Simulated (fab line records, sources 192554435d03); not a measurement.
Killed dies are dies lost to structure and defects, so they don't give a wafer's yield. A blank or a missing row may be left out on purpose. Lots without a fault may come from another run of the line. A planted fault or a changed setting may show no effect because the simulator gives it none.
Which tool did it? | flow n5_finfet | 12 lots, 36 wafers sampled, at 3 steps of a route of 1938

WHAT THE GAUGES READ, wafer by wafer
N5_HKMG_FIN_OVL_MEAS_13.
lot  | measured    | on         | NWFM_OVL (nm)
L075 | day 4 07:37 | overlay-01 | -0.6 0.1 -0.7
L077 | day 4 19:28 | overlay-02 | -0.1 0.3 0.3
L079 | day 5 12:19 | overlay-01 | -1.4 0.7 -1.8
L081 | day 6 01:07 | overlay-02 | 1.6 0.7 1.4
L083 | day 6 09:13 | overlay-02 | 0.1 1.3 0.3
L085 | day 6 23:25 | overlay-02 | 1.1 1.2 -0.1
L087 | day 7 09:31 | overlay-02 | 0.3 0.0 0.5
L089 | day 8 03:34 | overlay-01 | -0.4 0.3 0.2
L091 | day 8 12:59 | overlay-01 | 0.5 0.2 0.5
L093 | day 8 23:52 | overlay-01 | 0.6 0.1 0.1
L095 | day 9 09:09 | overlay-02 | -0.8 0.1 -0.4
L097 | day 9 20:57 | overlay-02 | -0.6 -0.3 0.2

WHICH TOOL RAN EACH LOT (tool, then ch and the chambers of the sampled wafers, then the start)
lot  | N5_HKMG_FIN_ALD_75              | N5_HKMG_FIN_STRIP_57
L075 | ald_hk-03 ch 0,2,3, day 4 04:00 | rie_diel-05 ch 0,2,3, day 4 04:43
L077 | ald_hk-02 ch 0,2,3, day 4 15:43 | rie_diel-04 ch 0,1,3, day 4 16:32
L079 | ald_hk-01 ch 0,1, day 5 07:19   | rie_diel-03 ch 0,2,3, day 5 08:55
L081 | ald_hk-03 ch 0,2,3, day 5 20:21 | rie_diel-03 ch 2,3, day 5 22:04
L083 | ald_hk-01 ch 1,2,3, day 6 05:22 | rie_diel-03 ch 1,2,3, day 6 06:04
L085 | ald_hk-01 ch 0,1, day 6 19:31   | rie_diel-03 ch 0,3, day 6 20:30
L087 | ald_hk-01 ch 0,1,3, day 7 05:39 | rie_diel-04 ch 1,2,3, day 7 06:29
L089 | ald_hk-03 ch 0,1,2, day 7 23:41 | rie_diel-05 ch 0,1,3, day 8 00:31
L091 | ald_hk-02 ch 0,1, day 8 09:11   | rie_diel-03 ch 1,3, day 8 10:01
L093 | ald_hk-01 ch 1,2,3, day 8 19:50 | rie_diel-04 ch 0,1,2, day 8 20:40
L095 | ald_hk-01 ch 0,1,3, day 9 05:07 | rie_diel-03 ch 0,2,3, day 9 06:07
L097 | ald_hk-02 ch 0,3, day 9 16:11   | rie_diel-04 ch 0,2, day 9 17:55
- N5_HKMG_FIN_ALD_75: deposits Al2O3, target thk 1 nm, co reactant pulse time 1 s.
- N5_HKMG_FIN_STRIP_57: strips in CF4.

THE ANSWER, worked out from the rows above alone
Rule: what is usual is taken from the lots themselves. Put in order of their means at a reading, lots are off if they are a third of the lots or fewer, leave a main group of 4 or more, and stand apart from it by a gap of 3 or more times the standard deviation of the main group's means; of several such gaps the widest counts. A main group whose means are all the same, to the digits that the tables above print for the reading, isn't used. A lot without any number at a reading at which 4 lots or more have one is off too. The other lots that the step has rows for count as sound.
No lot is off at any reading shown: from this, nothing can be told.

WHAT THE SIMULATOR HAD PUT IN
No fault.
